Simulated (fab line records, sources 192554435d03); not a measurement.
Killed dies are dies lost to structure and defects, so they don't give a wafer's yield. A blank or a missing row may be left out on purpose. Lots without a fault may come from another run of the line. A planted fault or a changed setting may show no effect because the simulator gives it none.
Problem report in the 8D (eight disciplines) form, filled by code | flow n5_finfet | the parts of the form that need people (team, actions taken, sign-off) are left out

1. THE PROBLEM
killed_at_other at N5_PASSIVATION_PROBE_49 reads a mean of 56 on 1 wafer of 1 lot; wafers without a fault read 4 with a standard deviation of 3.1. That is +17 standard deviations from the usual mean.
First seen on wafer L656.6, day 21 15:05, on prober-02. The record holds 8 wafers of 3 lots with a number at this step. Rule for "out", or "out of limits": more than 4 standard deviations from the usual mean. The other wafers with a number count as sound.

2. WHAT IT IS AND WHAT IT IS NOT
question                    | is                             | is not
which readings at this step | killed_at_other, killed_on_rim | killed_at_M0_to_M3, killed_at_M4_up, killed_at_contacts, killed_at_front_end, killed_open, killed_short, sort_bin_6_memory, sort_bin_8_speed
which lots                  | L656                           | L647, L650
which wafers of those lots  | L656.6                         | L656.2, L656.3
read on which tools         | prober-02                      | prober-01
when                        | from day 21 15:05              | up to then (7 sound wafers)

3. SUSPECTS, AND WHAT RULES EACH OUT
Counting: a tool at a process step up to the reading stays a suspect if it ran every lot that is out. Sound lots after the first of them don't rule it out here, since some wafers of a struck lot are sound.
- pvd_sputter-03 at N5_PASSIVATION_PRE_CLEAN_19: kept. It ran the lot that is out, L656 (day 21 09:21); its last sound lot up to then is L647 (day 18 21:44).
- rie_diel-03 at N5_PASSIVATION_DESCUM_32 (chemistry O2, time 7.9 s): kept. It ran the lot that is out, L656 (day 21 10:03).
- wet_bench-02 at N5_PASSIVATION_CLEAN_69 (cleans in IPA, time 180 s): kept. It ran the lot that is out, L656 (day 21 11:04); its last sound lot up to then is L650 (day 20 07:47).
- prober-02 at N5_PASSIVATION_PROBE_49: kept. It ran the lot that is out, L656 (day 21 14:53). Its own readings are out on those wafers: killed_at_other, killed_on_rim.
Left after counting: pvd_sputter-03 at N5_PASSIVATION_PRE_CLEAN_19, rie_diel-03 at N5_PASSIVATION_DESCUM_32, wet_bench-02 at N5_PASSIVATION_CLEAN_69, prober-02 at N5_PASSIVATION_PROBE_49.

4. THE CAUSE (what the simulator had put in)
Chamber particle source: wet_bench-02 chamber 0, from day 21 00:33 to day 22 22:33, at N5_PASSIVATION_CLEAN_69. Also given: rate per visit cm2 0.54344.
Counting left 4 suspects, and this tool is among them.

5. THE CHAIN OF EFFECTS, in route order
Each row: a reading whose mean over the struck wafers that have a number lies more than 3 standard deviations from the usual. Only readings for which the record gives a usual standard deviation are gone through. hours: the time from each lot's start at the first step in this table that gives one to its start at this step, as a median over the lots. sigmas: the change in usual standard deviations.
hours | step                    | reading              | usual  | on struck wafers | change | sigmas
0     | N5_PASSIVATION_PROBE_49 | defect_limited_yield | 90.9 % | 85.9             | -5.0   | -3.1
0     | N5_PASSIVATION_PROBE_49 | killed_at_other      | 4      | 56               | +52    | +17
0     | N5_PASSIVATION_PROBE_49 | killed_dies          | 107    | 166              | +59    | +3.1
0     | N5_PASSIVATION_PROBE_49 | killed_on_rim        | 14     | 32               | +18    | +4.2
0     | N5_PASSIVATION_PROBE_49 | sort_bin_5_function  | 5.3 %  | 9.1              | +3.8   | +3.8
The process steps in it:
- N5_PASSIVATION_PROBE_49

6. WHAT WOULD HAVE CAUGHT IT SOONER
In this record the first reading out of limits was taken at day 21 15:05, 15 hours after the fault began at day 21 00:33.
All the lots that are out (1) had begun N5_PASSIVATION_CLEAN_69 on wet_bench-02 by day 21 15:05. A hold on the tool at that time would have spared none of them.
